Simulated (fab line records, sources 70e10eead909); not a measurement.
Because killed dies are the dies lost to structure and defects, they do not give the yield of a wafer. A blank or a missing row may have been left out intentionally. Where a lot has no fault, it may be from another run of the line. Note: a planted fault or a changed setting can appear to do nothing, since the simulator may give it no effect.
Commonality check across tools + flow nandHarc + Sampled: 12 lots, 36 wafers

REASON FOR OPENING
Flagged at NHARC_P_ZERO_WELL_CD_MEAS_37: reading cdNm, on 1 of 12 lots. Wafers without a fault read 719.4 nm, standard deviation 2.2.
Rule: a lot is flagged when every wafer of it that has a number lies more than 4 standard deviations from that mean, or none has a number. All remaining lots are regarded as sound.

| lot  | measured    | on       | cdNm (nm), wafer by wafer | flag    |
|------|-------------|----------|---------------------------|---------|
| L264 | day 1 16:06 | cdSem-03 | 722.5 721.6 718.0         |         |
| L267 | day 2 10:02 | cdSem-01 | 718.3 715.6 722.0         |         |
| L271 | day 3 09:59 | cdSem-03 | 719.2 715.8 721.7         |         |
| L272 | day 3 16:08 | cdSem-02 | 722.8 719.4 716.8         |         |
| L273 | day 3 21:58 | cdSem-03 | 739.7 743.0 744.3         | FLAGGED |
| L274 | day 4 04:07 | cdSem-02 | 719.9 720.0 720.0         |         |
| L278 | day 5 04:13 | cdSem-03 | 718.7 718.7 722.0         |         |
| L283 | day 6 10:07 | cdSem-03 | 721.1 717.6 719.0         |         |
| L284 | day 6 16:17 | cdSem-03 | 718.5 718.9 719.5         |         |
| L285 | day 6 22:04 | cdSem-01 | 717.8 719.0 718.6         |         |
| L286 | day 7 04:26 | cdSem-03 | 718.9 719.3 714.6         |         |
| L287 | day 7 10:07 | cdSem-01 | 717.7 720.9 720.9         |         |
The numbers of the flagged lots are 742.3 nm on average: +22.9 nm against the usual, or +10 standard deviations.

TOOL THAT RAN EACH LOT
Before the reading, the record contains 2 process steps out of a 1159-step route. Read each cell as the tool, then ch plus the chambers that the sampled wafers visited, then the start.
| lot  | flag    | NHARC_P_ZERO_WELL_DESCUM_26      | NHARC_P_ZERO_WELL_EXPOSE_34     |
|------|---------|----------------------------------|---------------------------------|
| L264 |         | rieDiel-04 ch 0,1,2, day 1 14:47 | krfScanner-01 ch 0, day 1 15:57 |
| L267 |         | rieDiel-04 ch 0,2, day 2 08:42   | krfScanner-02 ch 0, day 2 09:53 |
| L271 |         | rieDiel-09 ch 0,1,3, day 3 08:39 | krfScanner-01 ch 0, day 3 09:50 |
| L272 |         | rieDiel-09 ch 2,3, day 3 14:37   | krfScanner-02 ch 0, day 3 15:58 |
| L273 | FLAGGED | rieDiel-04 ch 2,3, day 3 20:37   | krfScanner-02 ch 0, day 3 21:49 |
| L274 |         | rieDiel-10 ch 0,1, day 4 02:38   | krfScanner-01 ch 0, day 4 03:58 |
| L278 |         | rieDiel-10 ch 0,2,3, day 5 02:44 | krfScanner-02 ch 0, day 5 04:04 |
| L283 |         | rieDiel-04 ch 0,1,2, day 6 08:38 | krfScanner-02 ch 0, day 6 09:58 |
| L284 |         | rieDiel-04 ch 1,2, day 6 14:54   | krfScanner-02 ch 0, day 6 16:07 |
| L285 |         | rieDiel-04 ch 0,1, day 6 20:41   | krfScanner-02 ch 0, day 6 21:54 |
| L286 |         | rieDiel-10 ch 0,1,2, day 7 03:04 | krfScanner-02 ch 0, day 7 04:17 |
| L287 |         | rieDiel-09 ch 0,1,2, day 7 08:38 | krfScanner-01 ch 0, day 7 09:57 |
What is done by these steps:
- NHARC_P_ZERO_WELL_DESCUM_26: chemistry O2, time 3 s.
- NHARC_P_ZERO_WELL_EXPOSE_34: exposes mask P PWELL, target cd 720 nm.
- NHARC_P_ZERO_WELL_CD_MEAS_37: target cd 720 nm.

FLAGGED OVER TOTAL, TOOL BY TOOL (the gauges that took the reading come last)
| step                         | tool          | lots run | flagged | share of the flagged lots | sound lots run after its first flagged lot |
|------------------------------|---------------|----------|---------|---------------------------|--------------------------------------------|
| NHARC_P_ZERO_WELL_DESCUM_26  | rieDiel-04    | 6        | 1       | all                       | 3 (L283,L284,L285)                         |
| NHARC_P_ZERO_WELL_DESCUM_26  | rieDiel-09    | 3        | 0       | none                      | -                                          |
| NHARC_P_ZERO_WELL_DESCUM_26  | rieDiel-10    | 3        | 0       | none                      | -                                          |
| NHARC_P_ZERO_WELL_EXPOSE_34  | krfScanner-01 | 4        | 0       | none                      | -                                          |
| NHARC_P_ZERO_WELL_EXPOSE_34  | krfScanner-02 | 8        | 1       | all                       | 5 (L278,L283,L284,L285,L286)               |
| NHARC_P_ZERO_WELL_CD_MEAS_37 | cdSem-01      | 3        | 0       | none                      | -                                          |
| NHARC_P_ZERO_WELL_CD_MEAS_37 | cdSem-02      | 2        | 0       | none                      | -                                          |
| NHARC_P_ZERO_WELL_CD_MEAS_37 | cdSem-03      | 7        | 1       | all                       | 4 (L278,L283,L284,L286)                    |

WHAT THE TABLE ALLOWS
In the table, 3 rows ran each flagged lot (rieDiel-04 at NHARC_P_ZERO_WELL_DESCUM_26; krfScanner-02 at NHARC_P_ZERO_WELL_EXPOSE_34; cdSem-03 at NHARC_P_ZERO_WELL_CD_MEAS_37).
- rieDiel-04 at NHARC_P_ZERO_WELL_DESCUM_26 ran 6 lots, 1 of them flagged. Sound lots followed the first flagged one (L283, L284, L285) on it, something a lasting fault affecting the whole tool could not allow.
- krfScanner-02 at NHARC_P_ZERO_WELL_EXPOSE_34 ran 8 lots, 1 of them flagged. Sound lots followed the first flagged one (L278, L283, L284, L285, L286) on it, something a lasting fault affecting the whole tool could not allow.
- cdSem-03 at NHARC_P_ZERO_WELL_CD_MEAS_37 ran 7 lots, 1 of them flagged. Sound lots followed the first flagged one (L278, L283, L284, L286) on it, something a lasting fault affecting the whole tool could not allow.
There is no row in the table that ran each flagged lot and no sound lot after the first.

WHAT HAD BEEN PUT IN BY THE SIMULATOR
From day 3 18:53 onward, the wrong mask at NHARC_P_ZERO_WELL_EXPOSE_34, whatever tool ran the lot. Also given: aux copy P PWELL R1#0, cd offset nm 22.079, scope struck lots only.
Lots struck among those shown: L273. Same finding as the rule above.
